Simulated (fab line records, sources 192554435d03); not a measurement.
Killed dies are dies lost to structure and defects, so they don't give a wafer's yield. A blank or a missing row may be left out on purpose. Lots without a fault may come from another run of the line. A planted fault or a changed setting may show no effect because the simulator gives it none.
Problem report in the 8D (eight disciplines) form, filled by code | flow n5_finfet | the parts of the form that need people (team, actions taken, sign-off) are left out

1. THE PROBLEM
killed_at_M0_to_M3 at N5_PASSIVATION_PROBE_49 reads a mean of 1106 on 9 wafers of 3 lots; wafers without a fault read 35 with a standard deviation of 11. That is +97 standard deviations from the usual mean.
First seen on wafer L650.1, day 15 03:55, on prober-02. The record holds 9 wafers of 3 lots with a number at this step. Rule for "out", or "out of limits": more than 4 standard deviations from the usual mean. The other wafers with a number count as sound.

2. WHAT IT IS AND WHAT IT IS NOT
question                    | is                                                                                                                     | is not
which readings at this step | killed_at_M0_to_M3, defect_limited_yield, killed_dies, killed_on_rim, sort_bin_5_function, sort_n_pass, sort_yield_pct | killed_at_M4_up, killed_at_front_end, killed_short
which lots                  | L650, L651, L652                                                                                                       | -
which wafers of those lots  | all that have a number                                                                                                 | -
read on which tools         | prober-01, prober-02                                                                                                   | -
when                        | from day 15 03:55                                                                                                      | up to then (0 sound wafers)

3. SUSPECTS, AND WHAT RULES EACH OUT
Counting: a tool at a process step up to the reading stays a suspect if it ran every lot that is out and no sound lot after the first of them.
- rie_si-03 at N5_BEOL_M0_SAQP_ETCH_102 (etches SiO2 in CF4, target depth 4 nm, time 4.4 s): kept. It ran every lot that is out, first L650 (day 8 16:39), and no sound lot after that.
Left after counting: rie_si-03 at N5_BEOL_M0_SAQP_ETCH_102.

4. THE CAUSE (what the simulator had put in)
Skipped step whole: rie_si-03, from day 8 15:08 on, at N5_BEOL_M0_SAQP_ETCH_102. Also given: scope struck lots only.
Counting left only this tool.

5. THE CHAIN OF EFFECTS, in route order
Each row: a reading whose mean over the struck wafers that have a number lies more than 3 standard deviations from the usual. Only readings for which the record gives a usual standard deviation are gone through. hours: the time from each lot's start at the first step in this table that gives one to its start at this step, as a median over the lots. sigmas: the change in usual standard deviations.
hours | step                    | reading              | usual  | on struck wafers | change | sigmas
0     | N5_PASSIVATION_PROBE_49 | defect_limited_yield | 91.2 % | 0.0              | -91.2  | -65
0     | N5_PASSIVATION_PROBE_49 | killed_at_M0_to_M3   | 35     | 1106             | +1071  | +97
0     | N5_PASSIVATION_PROBE_49 | killed_dies          | 103    | 1180             | +1077  | +63
0     | N5_PASSIVATION_PROBE_49 | killed_on_rim        | 14     | 152              | +138   | +31
0     | N5_PASSIVATION_PROBE_49 | sort_bin_5_function  | 5.1 %  | 96.1             | +91.0  | +96
0     | N5_PASSIVATION_PROBE_49 | sort_n_pass          | 1077   | 0                | -1077  | -63
0     | N5_PASSIVATION_PROBE_49 | sort_yield_pct       | 91.2 % | 0.0              | -91.2  | -65
The process steps in it:
- N5_PASSIVATION_PROBE_49
Readings that are blank on the struck wafers while sound wafers have them: bias_w at N5_BEOL_M0_SAQP_ETCH_102; cf4_flow_sccm at N5_BEOL_M0_SAQP_ETCH_102; drypump_motor_current_A at N5_BEOL_M0_SAQP_ETCH_102; oes_product_au at N5_BEOL_M0_SAQP_ETCH_102; throttle_valve_pct at N5_BEOL_M0_SAQP_ETCH_102.

6. WHAT WOULD HAVE CAUGHT IT SOONER
In this record the first reading out of limits was taken at day 15 03:55, 157 hours after the fault began at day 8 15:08.
At N5_BEOL_M0_SAQP_ETCH_102 the tool's readings are blank on the struck wafers, where sound wafers have them: an empty tool record is the first sign, and it was there at once.
All the lots that are out (3) had begun N5_BEOL_M0_SAQP_ETCH_102 on rie_si-03 by day 15 03:55. A hold on the tool at that time would have spared none of them.
